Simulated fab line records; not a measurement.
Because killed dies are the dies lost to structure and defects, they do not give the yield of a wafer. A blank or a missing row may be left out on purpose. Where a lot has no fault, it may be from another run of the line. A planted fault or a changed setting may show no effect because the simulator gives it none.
What tool caused it? || flow n5Finfet || 12 lots (36 wafers sampled), 1 step of a 1938-step route

WHAT EACH GAUGE READ, for each wafer
N5_BEOL_M12_INSPECT_30: inspects for defects (macro).
{"lot": "L076", "measured": "day 11 08:23", "on": "defectInspect-01", "rawDefectCount": "1 2 0"}
{"lot": "L077", "measured": "day 11 15:30", "on": "defectInspect-02", "rawDefectCount": "1 3 0"}
{"lot": "L078", "measured": "day 12 17:43", "on": "defectInspect-01", "rawDefectCount": "2 3 0"}
{"lot": "L080", "measured": "day 12 22:44", "on": "defectInspect-02", "rawDefectCount": "2 5 1"}
{"lot": "L083", "measured": "day 13 10:36", "on": "defectInspect-02", "rawDefectCount": "1 2 1"}
{"lot": "L084", "measured": "day 13 11:53", "on": "defectInspect-01", "rawDefectCount": "2 3 0"}
{"lot": "L086", "measured": "day 14 08:19", "on": "defectInspect-02", "rawDefectCount": "2 0 3"}
{"lot": "L089", "measured": "day 14 17:35", "on": "defectInspect-01", "rawDefectCount": "2 3 6"}
{"lot": "L091", "measured": "day 15 03:01", "on": "defectInspect-01", "rawDefectCount": "1 1 3"}
{"lot": "L095", "measured": "day 15 22:38", "on": "defectInspect-01", "rawDefectCount": "1 1 1"}
{"lot": "L096", "measured": "day 16 15:08", "on": "defectInspect-01", "rawDefectCount": "0 1 1"}
{"lot": "L097", "measured": "day 17 00:26", "on": "defectInspect-02", "rawDefectCount": "1 1 4"}

WHICH TOOL RAN EACH LOT (tool, then ch and the chambers of the sampled wafers, then the start)
Record: no process step prior to these readings.

THE ANSWER, worked out from the rows above alone
Rule: the usual values come from the lots themselves. Put in order of their means at a reading, lots are off if they are a third of the lots or fewer, leave a main group of 4 or more, and stand apart from it by a gap of 3 or more times the standard deviation of the main group's means; of several such gaps the widest counts. Not used: any main group whose means are identical at the precision the tables above print for the reading. Also off: a lot with no number at a reading for which 4 or more lots have one. All remaining lots with rows at the step are treated as sound.
Across all readings shown, no lot is off: no conclusion can be drawn from this.

WHAT HAD BEEN PUT IN BY THE SIMULATOR
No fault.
